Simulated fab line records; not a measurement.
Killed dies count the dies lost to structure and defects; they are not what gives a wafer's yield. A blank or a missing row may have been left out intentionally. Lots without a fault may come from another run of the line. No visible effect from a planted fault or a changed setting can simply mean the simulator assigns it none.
fab line records -- flow n5_finfet
record lots=5, wafers=13, last_day=17
route steps=1938 shown BEOL_M4@1099 BEOL_M5@1112 BEOL_M14@1716 PASSIVATION@1936
lots that met no fault: from a run of the same line without faults
start_h: start of the lot's first displayed wafer, in hours after the record's first day -- wait_h: time in hours since the lot's previous step -- " as in the row above -- L1.1+2: several wafers, shown together as one row -- - no value present, or no start provided -- * or withheld: withheld -- < > ~ a bound
route shown NAME@n: NAME is a module with steps in the file, n the number in the route of the first one -- usual: average and standard deviation across the fault-free wafers -- same: alike in all rows -- chamber/n: place in a boat -- sites: per-site readings -- _std_site: how widely they spread, as a standard deviation -- _edge_site: outer sites' mean less inner sites' -- radius_mm: for every site, how far away it sits from the centre of the wafer -- mask NAME#n: copy n -- behind: the tool/chamber that last shaped the wafer -- hold: the reason the lot was held/the length of the hold in hours/how it ended -- device: the n, p or np transistor that did not switch -- end of line: tests of these same wafers at the route's end -- a step without rows: its recipe alone -- killed: the dies lost at the first sort to structure and to defects; this is not the yield of the wafer -- map: shows each die of a wafer: x if killed, . if not, _ if none is there
set.NAME: setting as actually run; set.NAME@STEP: the setting as run at that earlier step -- model.NAME: the simulator's own value behind a step, which no gauge read
lots at some steps of the route; a table a step, a row a wafer
services: when a tool's chamber went out of use (start_h, in hours from the record's first day, below 0 if earlier), for how many hours, and the reason
## steps
# step N5_BEOL_M4_ANNEAL_95
# recipe temp_c=400, time_s=240, ambient=vacuum
# step N5_BEOL_M4_SPUTTER_96
# recipe material=Cu, target_thk_a=45, temp_c=-20, chamber_pressure_pa=0.07, power_w=withheld, time_s=8.29
# step N5_BEOL_M4_ECD_50
# recipe material=Cu, target_thk_a=3000
# step N5_BEOL_M4_ANNEAL_51
# recipe temp_c=225, time_s=90, ambient=N2
# step N5_BEOL_M4_CMP_52
# recipe stop_on=SiOC, t_overpolish_s=6.8, down_force_psi=1, platen_rpm=50, clearing_platen_down_force_psi=1.5, clearing_platen_rpm=50, post_cmp_clean=cu_alkaline, target_thk_nm=40, clearing_platen_pad_velocity_m_s=0.99484, pad_velocity_m_s=0.99484
# step N5_BEOL_M4_PRE_CLEAN_60
# recipe gas=NH3/H2, time_s=15, temp_c=*, rf_power_w=300
# step N5_BEOL_M4_CO_CAP_55
# recipe material=Co, target_thk_a=20, temp_c=200, precursor=CCTBA/H2, pressure_torr=30, time_s=102.1
# step N5_BEOL_M4_PRE_CLEAN_56
# recipe gas=NH3, time_s=15, temp_c=withheld, rf_power_w=300
# step N5_BEOL_M4_DEP_57
# recipe material=SiCN, target_thk_a=80, temp_c=withheld, precursor=3MS/NH3, pressure_torr=3, rf_w=202, time_s=14
# step N5_BEOL_M4_RC_MEAS_101
# usual DIBL_N=35.8/1.7, DIBL_P=35.9/1.9, IOFF_N=0.151/0.028, IOFF_P=0.21/0.037, ION_N=673/12, ION_P=463/8.3, SS_N=71.4/0.59, SS_P=73.2/0.63, VT_N=250/3.2, VT_P=-250/3.7
lot.wafer,tool,chamber,start_h,wait_h,DIBL_N[mV/V],DIBL_P[mV/V],IOFF_N[nA/um],IOFF_P[nA/um],ION_N[uA/um],ION_P[uA/um],SS_N[mV/dec],SS_P[mV/dec],VT_N[mV],VT_P[mV]
L832.2,prober-01,0,166.36,0.2,36.6,36.2,0.176,0.26,687,483,70.9,73.5,246,-246
L832.4,prober-01,0,166.36,0.2,34.8,33.3,0.137,0.20,670,460,71.3,73.6,250,-249
L832.6,prober-01,0,166.36,0.2,35.3,34.4,0.148,0.23,686,481,71.1,73.5,250,-246
L841.4,prober-01,0,233.20,0.5,32.4,32.6,0.107,0.14,660,456,70.7,72.9,254,-256
L841.5,prober-01,0,233.20,0.5,33.9,35.5,0.132,0.17,666,457,71.4,72.9,253,-252
L842.4,prober-02,0,238.61,0.5,34.0,34.4,0.120,0.16,662,457,70.8,72.1,250,-255
L842.5,prober-02,0,238.61,0.5,35.4,35.3,0.137,0.18,674,462,70.9,73.1,250,-254
L843.2,prober-02,0,245.32,0.2,34.7,33.4,0.118,0.15,673,457,70.7,72.7,252,-256
L843.4,prober-02,0,245.32,0.2,38.2,36.9,0.172,0.20,681,452,71.6,72.9,249,-256
L843.6,prober-02,0,245.32,0.2,35.1,34.3,0.131,0.17,677,468,70.0,72.6,250,-254
L852.1,prober-01,0,320.78,0.0,35.8,35.6,0.145,0.21,685,471,71.3,73.0,251,-250
L852.2,prober-01,0,320.78,0.0,35.0,34.7,0.126,0.19,655,453,70.5,72.6,256,-250
L852.6,prober-01,0,320.78,0.0,34.9,34.1,0.126,0.19,663,452,71.5,72.9,256,-249
# step N5_BEOL_M5_ILD_DEP_00
# recipe material=SiCOH_lowk, target_thk_a=1406.4, temp_c=300, precursor=DEMS/porogen, pressure_torr=5, rf_w=500, time_s=25.9
# step N5_BEOL_M5_CURE_79
# recipe temp_c=385, time_s=240, ambient=He/Ar, material=SiCOH_lowk
# step N5_BEOL_M5_PECVD_70
# recipe material=SiO2, target_thk_a=160, temp_c=400, precursor=TEOS/O2, pressure_torr=5.5, rf_w=450, teos_flow_sccm=53.8, gas=O2, flow_sccm=3000, time_s=18
# step N5_BEOL_M5_HM_DEP_02
# recipe material=TiN, target_thk_a=200, temp_c=25, chamber_pressure_pa=0.49996
# step N5_BEOL_M5_COAT_59
# recipe resist=SOC, temp_c=250, time_s=60, spin_rpm=1500, resist_thk_nm=60
# step N5_BEOL_M5_COAT_60
# recipe resist=SiARC, temp_c=220, time_s=60, spin_rpm=1500, resist_thk_nm=12
# step N5_BEOL_M5_COAT_71
# recipe resist=underlayer, temp_c=205, time_s=60, spin_rpm=1500, resist_thk_nm=5
# step N5_BEOL_M5_COAT_05
# recipe resist=CAR-EUV, spin_rpm=1500, resist_thk_nm=30
# step N5_BEOL_M5_EBR_07
# recipe solvent=PGMEA, ebr_width_mm=1.5
# step N5_BEOL_M5_SOFTBAKE_06
# recipe temp_c=110, time_s=60, resist=CAR-EUV
# step N5_BEOL_M5_EXPOSE_08
# recipe mask_id=M5, na=0.33, source_shape=annular, sigma_inner=0.4, sigma_outer=0.8, polarization=unpolarized, target_cd_nm=28, dose_mj=35.75
# step N5_BEOL_M5_PEB_09
# recipe peb_temp_c=100, peb_time_s=60, resist=CAR-EUV
# step N5_BEOL_M5_DEVELOP_10
# recipe develop_time_s=30, developer=TMAH, resist=CAR-EUV, rinse_liquid=surfactant_rinse, dry=air_spin, dev_temp_c=23
# step N5_BEOL_M5_DESCUM_16
# recipe chemistry=O2, time_s=7, source_power_w=50, bias_power_w=20, pressure_mtorr=20, rf_frequency_hz=2.712e+07, temp_c=40, resist=CAR-EUV, o2_flow_sccm=225
# step N5_BEOL_M5_ETCH_72
# recipe chemistry=N2/H2, target=underlayer, target_depth_a=65, mask_material=CAR-EUV, time_s=5.2, ion_energy_ev=200, pressure_mtorr=30, source_w=840, bias_w=150, n2_flow_sccm=200, h2_flow_sccm=200, ends=cleared
# step N5_BEOL_M5_ETCH_61
# recipe chemistry=CF4, target=SiARC, target_depth_a=156, mask_material=CAR-EUV, time_s=26, ion_energy_ev=80, pressure_mtorr=40, source_w=545, bias_w=36, Ar_flow_sccm=100, cf4_flow_sccm=100, ends=cleared
# step N5_BEOL_M5_ETCH_62
# recipe chemistry=N2/H2, target=SOC, target_depth_a=750, overetch_a=150, mask_material=SiARC, temp_c=40, time_s=112.5, ion_energy_ev=200, pressure_mtorr=30, source_w=840, bias_w=150, n2_flow_sccm=200, h2_flow_sccm=200
# step N5_BEOL_M5_STRIP_63
# recipe chemistry=N2/H2, temp_c=40, n2_flow_sccm=200, h2_flow_sccm=200, rf_frequency_hz=6e+07
# step N5_BEOL_M5_STRIP_73
# recipe chemistry=N2/H2, temp_c=40, n2_flow_sccm=200, h2_flow_sccm=200, rf_frequency_hz=6e+07
# step N5_BEOL_M5_STRIP_64
# recipe chemistry=CF4, resist=SiARC, power_w=300, bias_power_w=75, pressure_mtorr=50, cf4_flow_sccm=150, rf_frequency_hz=6e+07
# step N5_BEOL_M5_HM_OPEN_17
# recipe chemistry=Cl2/BCl3, target_depth_a=200, overetch_a=60, target=TiN, mask_material=SOC, ion_energy_ev=150, pressure_mtorr=10, icp_w=1000, bias_w=126, Cl2_flow_sccm=53.25, bcl3_flow_sccm=21.75, Ar_flow_sccm=25
# step N5_BEOL_M5_STRIP_19
# recipe chemistry=O2, power_w=400, temp_c=40, pressure_mtorr=30, rf_frequency_hz=6e+07, bias_power_w=0, overash_fraction=0.2, o2_flow_sccm=225
# step N5_BEOL_M5_COAT_65
# recipe resist=SOC, temp_c=250, time_s=60, spin_rpm=1500, resist_thk_nm=60
# step N5_BEOL_M5_COAT_66
# recipe resist=SiARC, temp_c=220, time_s=60, spin_rpm=1500, resist_thk_nm=12
# step N5_BEOL_M14_ILD_DEP_00
# recipe material=SiO2, target_thk_a=11193, temp_c=400, precursor=TEOS/O2, pressure_torr=6.5, rf_w=900, teos_flow_sccm=161.4, gas=O2, flow_sccm=2650, time_s=237.4
# usual heater_power_w=572/98, rf_fwd_power_W=898/3.2, run_length_s=280.2/0.53, showerhead_plenum_p_Torr=8.33/0.031, susceptor_temp_C=400.01/0.21, throttle_valve_pct=18.6/0.88
lot.wafer,tool,chamber,start_h,wait_h,heater_power_w,rf_fwd_power_W,run_length_s,showerhead_plenum_p_Torr,since_wet_clean_h,susceptor_temp_C,throttle_valve_pct,model.SiO2_of_BEOL_M14_ILD_DEP_00.thk_nm
L832.2,pecvd-04,0,235.91,0.0,656,900,280.0,8.33,1302,400.03,17.6,1072
L832.4,pecvd-04,2,235.91,0.0,646,896,280.2,8.33,-,399.92,19.1,1102
L832.6,pecvd-04,1,235.91,0.0,502,897,279.3,8.30,-,400.18,18.4,1122
L841.4,pecvd-04,2,311.38,0.1,526,-,122.5,8.35,-,-,19.5,350
L841.5,pecvd-04,0,311.38,0.1,602,902,279.8,8.34,-,399.96,17.7,1109
L842.4,pecvd-04,0,318.91,0.1,598,-,122.2,8.33,-,-,17.8,350.2
L842.5,pecvd-04,1,318.91,0.1,661,898,279.3,8.30,-,400.01,18.4,1111
L843.2,pecvd-04,0,328.05,0.0,530,899,279.8,8.35,1394,400.20,17.6,1076
L843.4,pecvd-04,0,328.05,0.0,604,-,122.1,8.35,-,-,17.6,347.6
L843.6,pecvd-04,2,328.05,0.0,620,898,280.3,8.35,-,400.14,19.9,1088
L852.1,pecvd-02,1,393.04,0.0,582,903,280.9,8.39,2003,399.94,19.4,1084
L852.2,pecvd-02,2,393.04,0.0,781,894,280.4,8.33,524,399.91,18.4,1130
L852.6,pecvd-02,2,393.04,0.0,618,897,280.3,8.33,-,400.20,18.5,1138
# step N5_BEOL_M14_THK_MEAS_01
# recipe reads=SiO2_of_BEOL_M14_ILD_DEP_00
# usual M14_ILD_THK=1105/17
lot.wafer,tool,chamber,start_h,wait_h,M14_ILD_THK[nm]
L832.2,film_metro-02,-,236.10,0.1,1072
L832.4,film_metro-02,-,236.10,0.1,1102
L832.6,film_metro-02,-,236.10,0.1,1121
L841.4,film_metro-02,-,311.49,0.0,350
L841.5,film_metro-02,-,311.49,0.0,1108
L842.4,film_metro-01,-,319.02,0.0,350
L842.5,film_metro-01,-,319.02,0.0,1111
L843.2,film_metro-02,-,328.24,0.1,1076
L843.4,film_metro-02,-,328.24,0.1,348
L843.6,film_metro-02,-,328.24,0.1,1089
L852.1,film_metro-02,-,393.23,0.1,1084
L852.2,film_metro-02,-,393.23,0.1,1130
L852.6,film_metro-02,-,393.23,0.1,1138
# step N5_BEOL_M14_VIA_ETCH_16
# recipe chemistry=C4F8/O2/Ar, target=SiO2, he_inner_torr=15, he_outer_torr=30, target_depth_a=12313, time_s=withheld, ion_energy_ev=800, pressure_mtorr=20, source_w=1905, bias_w=2040, Ar_flow_sccm=400, C4F8_flow_sccm=16, O2_flow_sccm=12, ends=cleared
# usual drypump_motor_current_A=5.7/0.49, oes_product_au=0.70/0.068, rf_fwd_power_W=1899/5.8, rf_vpp_V=2204/51, showerhead_plenum_p_Torr=3.40/0.081, throttle_valve_pct=30.76/0.23
lot.wafer,tool,chamber,start_h,wait_h,drypump_motor_current_A,oes_product_au,rf_fwd_power_W,rf_vpp_V,showerhead_plenum_p_Torr,throttle_valve_pct,model.etch.depth_nm,model.coat_of_BEOL_M14_COAT_04.thk_nm
L832.2,rie_diel-01,2,236.67,0.0,6.3,0.83,1903,2135,3.39,30.52,1072,457.6
L832.4,rie_diel-01,1,236.67,0.0,6.4,0.69,1897,2234,3.33,30.80,1102,454.4
L832.6,rie_diel-01,0,236.67,0.0,5.8,0.66,1900,2215,3.43,30.76,1122,449.6
L841.4,rie_diel-02,2,312.10,0.0,5.1,0.73,1885,2114,3.32,30.62,350,632.6
L841.5,rie_diel-02,1,312.10,0.0,5.5,0.85,1893,2261,3.49,30.41,1109,454.4
L842.4,rie_diel-01,3,319.78,0.0,5.3,0.73,1884,2193,3.34,30.82,350.2,636.6
L842.5,rie_diel-01,2,319.78,0.0,6.3,0.78,1898,2134,3.38,30.54,1111,448.6
L843.2,rie_diel-01,1,328.75,0.0,6.4,0.67,1893,2232,3.32,30.82,1076,464.2
L843.4,rie_diel-01,2,328.75,0.0,6.2,0.78,1887,2134,3.37,30.55,347.5,635.8
L843.6,rie_diel-01,0,328.75,0.0,5.7,0.63,1899,2215,3.41,30.80,1088,460.6
L852.1,rie_diel-01,0,393.84,0.0,5.7,0.61,1898,2213,3.40,30.81,1084,460
L852.2,rie_diel-01,1,393.84,0.0,6.4,0.64,1901,2233,3.30,30.84,1130,449.2
L852.6,rie_diel-01,1,393.84,0.0,6.4,0.65,1904,2232,3.30,30.86,1138,445.2
# step N5_BEOL_M14_CD_MEAS_17
# recipe target_cd_nm=250, polarity=opening
# usual cd_nm=250.2/1.9
lot.wafer,tool,chamber,start_h,wait_h,cd_nm
L832.2,cd_sem-03,-,237.02,0.0,252.1
L832.4,cd_sem-03,-,237.02,0.0,251.7
L832.6,cd_sem-03,-,237.02,0.0,252.8
L841.4,cd_sem-03,-,312.45,0.0,244.9
L841.5,cd_sem-03,-,312.45,0.0,252.6
L842.4,cd_sem-03,-,320.14,0.0,242.4
L842.5,cd_sem-03,-,320.14,0.0,250.3
L843.2,cd_sem-01,-,329.10,0.0,248.4
L843.4,cd_sem-01,-,329.10,0.0,245.4
L843.6,cd_sem-01,-,329.10,0.0,250.9
L852.1,cd_sem-02,-,394.19,0.0,247.7
L852.2,cd_sem-02,-,394.19,0.0,252.2
L852.6,cd_sem-02,-,394.19,0.0,249.0
# step N5_BEOL_M14_CMP_49
# recipe stop_on=SiO2, t_overpolish_s=5.2, down_force_psi=2, platen_rpm=80, clearing_platen_down_force_psi=2, clearing_platen_rpm=80, post_cmp_clean=cu_alkaline, target_thk_nm=560, clearing_platen_pad_velocity_m_s=1.5917, pad_velocity_m_s=1.5917
# usual motor_current_A=8.0/0.79
lot.wafer,tool,chamber,start_h,wait_h,motor_current_A,model.SiO2_of_BEOL_M14_ILD_DEP_00.thk_nm
L832.4,cmp-03,1,241.16,0.3,6.8,1023
L832.2,cmp-03,2,241.16,0.3,7.9,991.6
L832.6,cmp-03,3,241.16,0.3,8.6,1044
L841.4,cmp-03,1,318.27,0.2,6.6,270.4
L841.5,cmp-03,1,318.27,0.2,6.9,1031
L842.4,cmp-03,2,325.25,0.2,7.7,270.6
L842.5,cmp-03,2,325.25,0.2,7.8,1030
L843.2,cmp-03,2,334.13,0.2,7.5,995.4
L843.4,cmp-03,0,334.13,0.2,8.4,267
L843.6,cmp-03,1,334.13,0.2,7.0,1007
L852.1,cmp-04,2,398.98,0.3,8.3,1006
L852.2,cmp-04,3,398.98,0.3,7.5,1049
L852.6,cmp-04,0,398.98,0.3,7.0,1058
# step N5_PASSIVATION_PROBE_49
# usual defect_limited_yield=91.4/1.5, killed_at_M0_to_M3=33/9.8, killed_at_M4_up=14/5.5, killed_at_contacts=12/6.5, killed_at_front_end=38/11, killed_at_other=3/3.1, killed_dies=101/17, killed_on_rim=14/4.4, killed_open=66/13, killed_short=32/7.5, sort_bin_5_function=5.0/1, sort_bin_6_memory=3.2/0.69, sort_n_pass=1079/17, sort_yield_pct=91.4/1.5
# same gross_dies=1180, killed_at_back_side=0, sort_bin_4_leakage[%]=0, sort_bin_8_speed[%]=0
lot.wafer,tool,chamber,start_h,wait_h,defect_limited_yield[%],killed_at_M0_to_M3,killed_at_M4_up,killed_at_contacts,killed_at_front_end,killed_at_other,killed_dies,killed_on_rim,killed_open,killed_short,sort_bin_5_function[%],sort_bin_6_memory[%],sort_n_pass,sort_yield_pct[%]
L832.2,prober-01,-,261.04,0.1,92.9,41,8,4,29,2,84,6,55,28,3.9,3.0,1096,92.9
L832.4,prober-01,-,261.14,0.2,90.4,33,15,7,52,6,113,14,75,37,5.8,3.6,1067,90.4
L832.6,prober-01,-,261.24,0.3,93.6,16,6,7,40,6,75,6,49,25,3.3,2.6,1105,93.6
L841.4,prober-01,-,338.97,0.2,0,5,1100,22,47,6,1180,152,69,35,5.2,3.6,0,0
L841.5,prober-01,-,339.02,0.2,92.0,32,21,5,35,1,94,12,63,31,4.7,2.9,1086,92.0
L842.4,prober-01,-,347.59,0.2,0,45,1096,16,22,1,1180,152,66,29,5.1,2.6,0,0
L843.2,prober-01,-,355.30,0.1,92.3,31,14,15,28,3,91,14,61,27,3.7,3.3,1089,92.3
L843.4,prober-01,-,355.40,0.2,0,28,1110,11,31,0,1180,152,52,28,4.2,2.4,0,0
L843.6,prober-01,-,355.50,0.3,92.9,23,18,7,36,0,84,8,48,33,4.9,1.9,1096,92.9
L852.1,prober-02,-,417.57,0.0,92.6,26,9,16,29,7,87,19,51,33,4.9,2.5,1093,92.6
L852.2,prober-02,-,417.62,0.1,91.7,27,14,11,42,4,98,12,66,31,4.7,3.4,1082,91.7
L852.6,prober-02,-,417.82,0.3,90.9,34,9,20,35,9,107,13,73,28,5.5,3.3,1073,90.9
# killed by level:class
L832.2 BEOL_M0_SAQP:geometric_particle:open=10 BEOL_M2:geometric_particle:open=7 BEOL_M3:geometric_particle:open=7 STI_FIN_REVEAL:geometric_particle:open=6 FIN_SAQP:geometric_particle:short=5 GATE_CUT:geometric_particle:short=5 BEOL_M0:geometric_particle:open=5 MOL_CONTACT_COAG:geometric_particle:open=4
L832.4 FIN_SAQP:geometric_particle:open=14 FIN_SAQP:geometric_particle:short=10 STI_FIN_REVEAL:geometric_particle:open=7 BEOL_M0_SAQP:geometric_particle:open=7 BEOL_M4:geometric_particle:open=7 MOL_CONTACT_COAG:geometric_particle:open=6 BEOL_M3:geometric_particle:open=6 STARTING-WAFER:geometric_particle:open=5
L832.6 FIN_SAQP:geometric_particle:short=9 STI_FIN_REVEAL:geometric_particle:open=7 MOL_CONTACT_COAG:geometric_particle:open=7 BEOL_M3:geometric_particle:open=7 DUMMY_GATE:geometric_particle:open=6 FIN_SAQP:geometric_particle:open=5 STI_FIN_REVEAL:geometric_particle:short=4 DUMMY_GATE:geometric_particle:short=3
L841.4 BEOL_M14:area_dep=1074 MOL_CONTACT_COAG:geometric_particle:open=18 STI_FIN_REVEAL:geometric_particle:open=14 BEOL_M4:geometric_particle:open=11 BEOL_M4:geometric_particle:short=7 FIN_SAQP:geometric_particle:open=5 GATE_CUT:geometric_particle:short=5 FIN_SAQP:geometric_particle:short=4
L841.5 BEOL_M4:geometric_particle:open=12 STI_FIN_REVEAL:geometric_particle:open=9 BEOL_M1:geometric_particle:short=9 FIN_SAQP:geometric_particle:open=8 MOL_CONTACT_COAG:geometric_particle:open=5 BEOL_M1:geometric_particle:open=5 BEOL_M4:geometric_particle:short=5 STARTING-WAFER:geometric_particle:open=5
L842.4 BEOL_M14:area_dep=1085 MOL_CONTACT_COAG:geometric_particle:open=13 BEOL_M0_SAQP:geometric_particle:open=12 BEOL_M0_SAQP:geometric_particle:short=11 BEOL_M1:geometric_particle:open=7 BEOL_M0:geometric_particle:open=7 BEOL_M4:geometric_particle:open=6 FIN_SAQP:geometric_particle:open=5
L843.2 STI_FIN_REVEAL:geometric_particle:open=12 MOL_CONTACT_COAG:geometric_particle:open=10 BEOL_M2:geometric_particle:open=9 BEOL_M4:geometric_particle:open=7 BEOL_M1:geometric_particle:open=6 FIN_SAQP:geometric_particle:short=5 MOL_CONTACT_COAG:geometric_particle:short=5 BEOL_M0_SAQP:geometric_particle:open=5
L843.4 BEOL_M14:area_dep=1100 BEOL_M0_SAQP:geometric_particle:short=11 BEOL_M3:geometric_particle:open=8 STI_FIN_REVEAL:geometric_particle:open=7 MOL_CONTACT_COAG:geometric_particle:open=7 BEOL_M0_SAQP:geometric_particle:open=6 FIN_SAQP:geometric_particle:short=5 MOL_CONTACT_COAG:geometric_particle:short=4
L843.6 FIN_SAQP:geometric_particle:short=11 STI_FIN_REVEAL:geometric_particle:open=8 MOL_CONTACT_COAG:geometric_particle:open=7 BEOL_M0:geometric_particle:open=6 BEOL_M4:geometric_particle:open=6 FIN_SAQP:geometric_particle:open=5 BEOL_M0_SAQP:geometric_particle:short=5 BEOL_M1:geometric_particle:open=3
L852.1 MOL_CONTACT_COAG:geometric_particle:open=13 BEOL_M0:geometric_particle:open=6 DUMMY_GATE:geometric_particle:open=5 BEOL_M3:geometric_particle:open=5 BEOL_M3:geometric_particle:short=5 BEOL_M5:geometric_particle:short=4 STI_FIN_REVEAL:geometric_particle:open=4 FIN_SAQP:geometric_particle:short=3
L852.2 STI_FIN_REVEAL:geometric_particle:open=9 BEOL_M3:geometric_particle:open=9 BEOL_M0:geometric_particle:open=8 DUMMY_GATE:geometric_particle:open=7 MOL_CONTACT_COAG:geometric_particle:short=6 DUMMY_GATE:geometric_particle:short=5 FIN_SAQP:geometric_particle:open=5 MOL_CONTACT_COAG:geometric_particle:open=5
L852.6 MOL_CONTACT_COAG:geometric_particle:open=16 BEOL_M1:geometric_particle:open=8 DUMMY_GATE:geometric_particle:open=6 BEOL_M2:geometric_particle:open=6 BEOL_M3:geometric_particle:open=6 BEOL_M0:geometric_particle:open=5 FIN_SAQP:geometric_particle:open=4 FIN_SAQP:geometric_particle:short=4
# map L841.4 (x killed, . not)
_________________xxxxxxxxxxxx________________
______________xxxxxxxxxxxxxxxxxx_____________
___________xxxxxxxxxxxxxxxxxxxxxxxx__________
__________xxxxxxxxxxxxxxxxxxxxxxxxxx_________
________xxxxxxxxxxxxxxxxxxxxxxxxxxxxxx_______
_______xxxxxxxxxxxxxxxxxxxxxxxxxxxxxxxx______
______xxxxxxxxxxxxxxxxxxxxxxxxxxxxxxxxxx_____
_____xxxxxxxxxxxxxxxxxxxxxxxxxxxxxxxxxxxx____
____xxxxxxxxxxxxxxxxxxxxxxxxxxxxxxxxxxxxxx___
___xxxxxxxxxxxxxxxxxxxxxxxxxxxxxxxxxxxxxxxx__
___xxxxxxxxxxxxxxxxxxxxxxxxxxxxxxxxxxxxxxxx__
__xxxxxxxxxxxxxxxxxxxxxxxxxxxxxxxxxxxxxxxxxx_
__xxxxxxxxxxxxxxxxxxxxxxxxxxxxxxxxxxxxxxxxxx_
_xxxxxxxxxxxxxxxxxxxxxxxxxxxxxxxxxxxxxxxxxxxx
_xxxxxxxxxxxxxxxxxxxxxxxxxxxxxxxxxxxxxxxxxxxx
_xxxxxxxxxxxxxxxxxxxxxxxxxxxxxxxxxxxxxxxxxxxx
_xxxxxxxxxxxxxxxxxxxxxxxxxxxxxxxxxxxxxxxxxxxx
_xxxxxxxxxxxxxxxxxxxxxxxxxxxxxxxxxxxxxxxxxxxx
_xxxxxxxxxxxxxxxxxxxxxxxxxxxxxxxxxxxxxxxxxxxx
_xxxxxxxxxxxxxxxxxxxxxxxxxxxxxxxxxxxxxxxxxxxx
_xxxxxxxxxxxxxxxxxxxxxxxxxxxxxxxxxxxxxxxxxxxx
__xxxxxxxxxxxxxxxxxxxxxxxxxxxxxxxxxxxxxxxxxx_
__xxxxxxxxxxxxxxxxxxxxxxxxxxxxxxxxxxxxxxxxxx_
___xxxxxxxxxxxxxxxxxxxxxxxxxxxxxxxxxxxxxxxx__
___xxxxxxxxxxxxxxxxxxxxxxxxxxxxxxxxxxxxxxxx__
____xxxxxxxxxxxxxxxxxxxxxxxxxxxxxxxxxxxxxx___
_____xxxxxxxxxxxxxxxxxxxxxxxxxxxxxxxxxxxx____
______xxxxxxxxxxxxxxxxxxxxxxxxxxxxxxxxxx_____
_______xxxxxxxxxxxxxxxxxxxxxxxxxxxxxxxx______
________xxxxxxxxxxxxxxxxxxxxxxxxxxxxxx_______
__________xxxxxxxxxxxxxxxxxxxxxxxxxx_________
___________xxxxxxxxxxxxxxxxxxxxxxxx__________
______________xxxxxxxxxxxxxxxxxx_____________
_________________xxxxxxxxxxxx________________
# map L842.4 (x killed, . not)
_________________xxxxxxxxxxxx________________
______________xxxxxxxxxxxxxxxxxx_____________
___________xxxxxxxxxxxxxxxxxxxxxxxx__________
__________xxxxxxxxxxxxxxxxxxxxxxxxxx_________
________xxxxxxxxxxxxxxxxxxxxxxxxxxxxxx_______
_______xxxxxxxxxxxxxxxxxxxxxxxxxxxxxxxx______
______xxxxxxxxxxxxxxxxxxxxxxxxxxxxxxxxxx_____
_____xxxxxxxxxxxxxxxxxxxxxxxxxxxxxxxxxxxx____
____xxxxxxxxxxxxxxxxxxxxxxxxxxxxxxxxxxxxxx___
___xxxxxxxxxxxxxxxxxxxxxxxxxxxxxxxxxxxxxxxx__
___xxxxxxxxxxxxxxxxxxxxxxxxxxxxxxxxxxxxxxxx__
__xxxxxxxxxxxxxxxxxxxxxxxxxxxxxxxxxxxxxxxxxx_
__xxxxxxxxxxxxxxxxxxxxxxxxxxxxxxxxxxxxxxxxxx_
_xxxxxxxxxxxxxxxxxxxxxxxxxxxxxxxxxxxxxxxxxxxx
_xxxxxxxxxxxxxxxxxxxxxxxxxxxxxxxxxxxxxxxxxxxx
_xxxxxxxxxxxxxxxxxxxxxxxxxxxxxxxxxxxxxxxxxxxx
_xxxxxxxxxxxxxxxxxxxxxxxxxxxxxxxxxxxxxxxxxxxx
_xxxxxxxxxxxxxxxxxxxxxxxxxxxxxxxxxxxxxxxxxxxx
_xxxxxxxxxxxxxxxxxxxxxxxxxxxxxxxxxxxxxxxxxxxx
_xxxxxxxxxxxxxxxxxxxxxxxxxxxxxxxxxxxxxxxxxxxx
_xxxxxxxxxxxxxxxxxxxxxxxxxxxxxxxxxxxxxxxxxxxx
__xxxxxxxxxxxxxxxxxxxxxxxxxxxxxxxxxxxxxxxxxx_
__xxxxxxxxxxxxxxxxxxxxxxxxxxxxxxxxxxxxxxxxxx_
___xxxxxxxxxxxxxxxxxxxxxxxxxxxxxxxxxxxxxxxx__
___xxxxxxxxxxxxxxxxxxxxxxxxxxxxxxxxxxxxxxxx__
____xxxxxxxxxxxxxxxxxxxxxxxxxxxxxxxxxxxxxx___
_____xxxxxxxxxxxxxxxxxxxxxxxxxxxxxxxxxxxx____
______xxxxxxxxxxxxxxxxxxxxxxxxxxxxxxxxxx_____
_______xxxxxxxxxxxxxxxxxxxxxxxxxxxxxxxx______
________xxxxxxxxxxxxxxxxxxxxxxxxxxxxxx_______
__________xxxxxxxxxxxxxxxxxxxxxxxxxx_________
___________xxxxxxxxxxxxxxxxxxxxxxxx__________
______________xxxxxxxxxxxxxxxxxx_____________
_________________xxxxxxxxxxxx________________
## services
tool,chamber,start_h,hours,kind
pecvd-04,2,215.71,5.5,scheduled_down
cmp-03,-,216.65,5.4,pm
pecvd-04,1,221.17,5.0,scheduled_down
cmp-04,-,246.96,0.4,repair
rie_diel-02,1,272.82,-,clean
pecvd-02,-,276.64,14.9,repair
rie_diel-01,-,276.74,3.5,repair
pecvd-04,2,279.79,13.5,repair
rie_diel-01,3,280.83,10.1,repair
cmp-04,-,284.82,1.2,repair
pecvd-04,1,288.34,5.5,scheduled_down
rie_diel-02,0,301.45,6.4,repair
rie_diel-02,3,319.57,8.6,repair
cmp-04,-,332.95,0.2,repair
cmp-03,-,334.39,4.4,pm
pecvd-02,-,360.01,6.0,pm
pecvd-02,-,367.54,1.0,repair
cmp-04,-,377.46,5.9,pm
cmp-03,-,379.50,38.2,repair
pecvd-02,1,381.06,10.9,repair
pecvd-04,1,383.62,-,clean
pecvd-04,1,383.62,-,consumable_replace:showerhead
pecvd-04,1,383.62,29.0,scheduled_down
pecvd-04,1,383.62,29.0,vent_cycle
## key
first_sign step=N5_BEOL_M14_ILD_DEP_00, reading=run_length_s, direction=down, sigmas=99+, usual=*, struck=*
effect step=N5_BEOL_M14_THK_MEAS_01, reading=M14_ILD_THK, direction=down, sigmas=44, usual=1105, struck=349
effect step=N5_BEOL_M14_CD_MEAS_17, reading=cd_nm, direction=down, sigmas=3.1, usual=250.2, struck=244.3
effect step=N5_PASSIVATION_PROBE_49, reading=killed_at_M4_up, direction=up, sigmas=99+, usual=14, struck=1102
model_effect step=N5_BEOL_M14_ILD_DEP_00, value=SiO2_of_BEOL_M14_ILD_DEP_00.thk_nm, without=1094, struck=349.3
model_effect step=N5_BEOL_M14_VIA_ETCH_16, value=etch.depth_nm, without=1094, struck=349.2
model_effect step=N5_BEOL_M14_CMP_49, value=SiO2_of_BEOL_M14_ILD_DEP_00.thk_nm, without=1014, struck=269.3
more_kills_born_at N5_BEOL_M14_ILD_DEP_00@pecvd-04=3259
met_at N5_BEOL_M14_ILD_DEP_00
struck_wafers L841.4,L842.4,L843.4
later_rows_left_out L841.4,L842.4,L843.4
onset_between 235.91 311.38
fault kind=process_parameter_drift, tool=pecvd-04, chamber=-, onset_h=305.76, steps=N5_BEOL_M14_ILD_DEP_00, channel=time_s, offset=*, shape=step, end_h=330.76, scope=struck_wafers_only, acts_in=*, stated=*
# later_rows_left_out: the simulator's readings of these wafers behind a module that went badly wrong aren't trusted and aren't shown, but for the sort
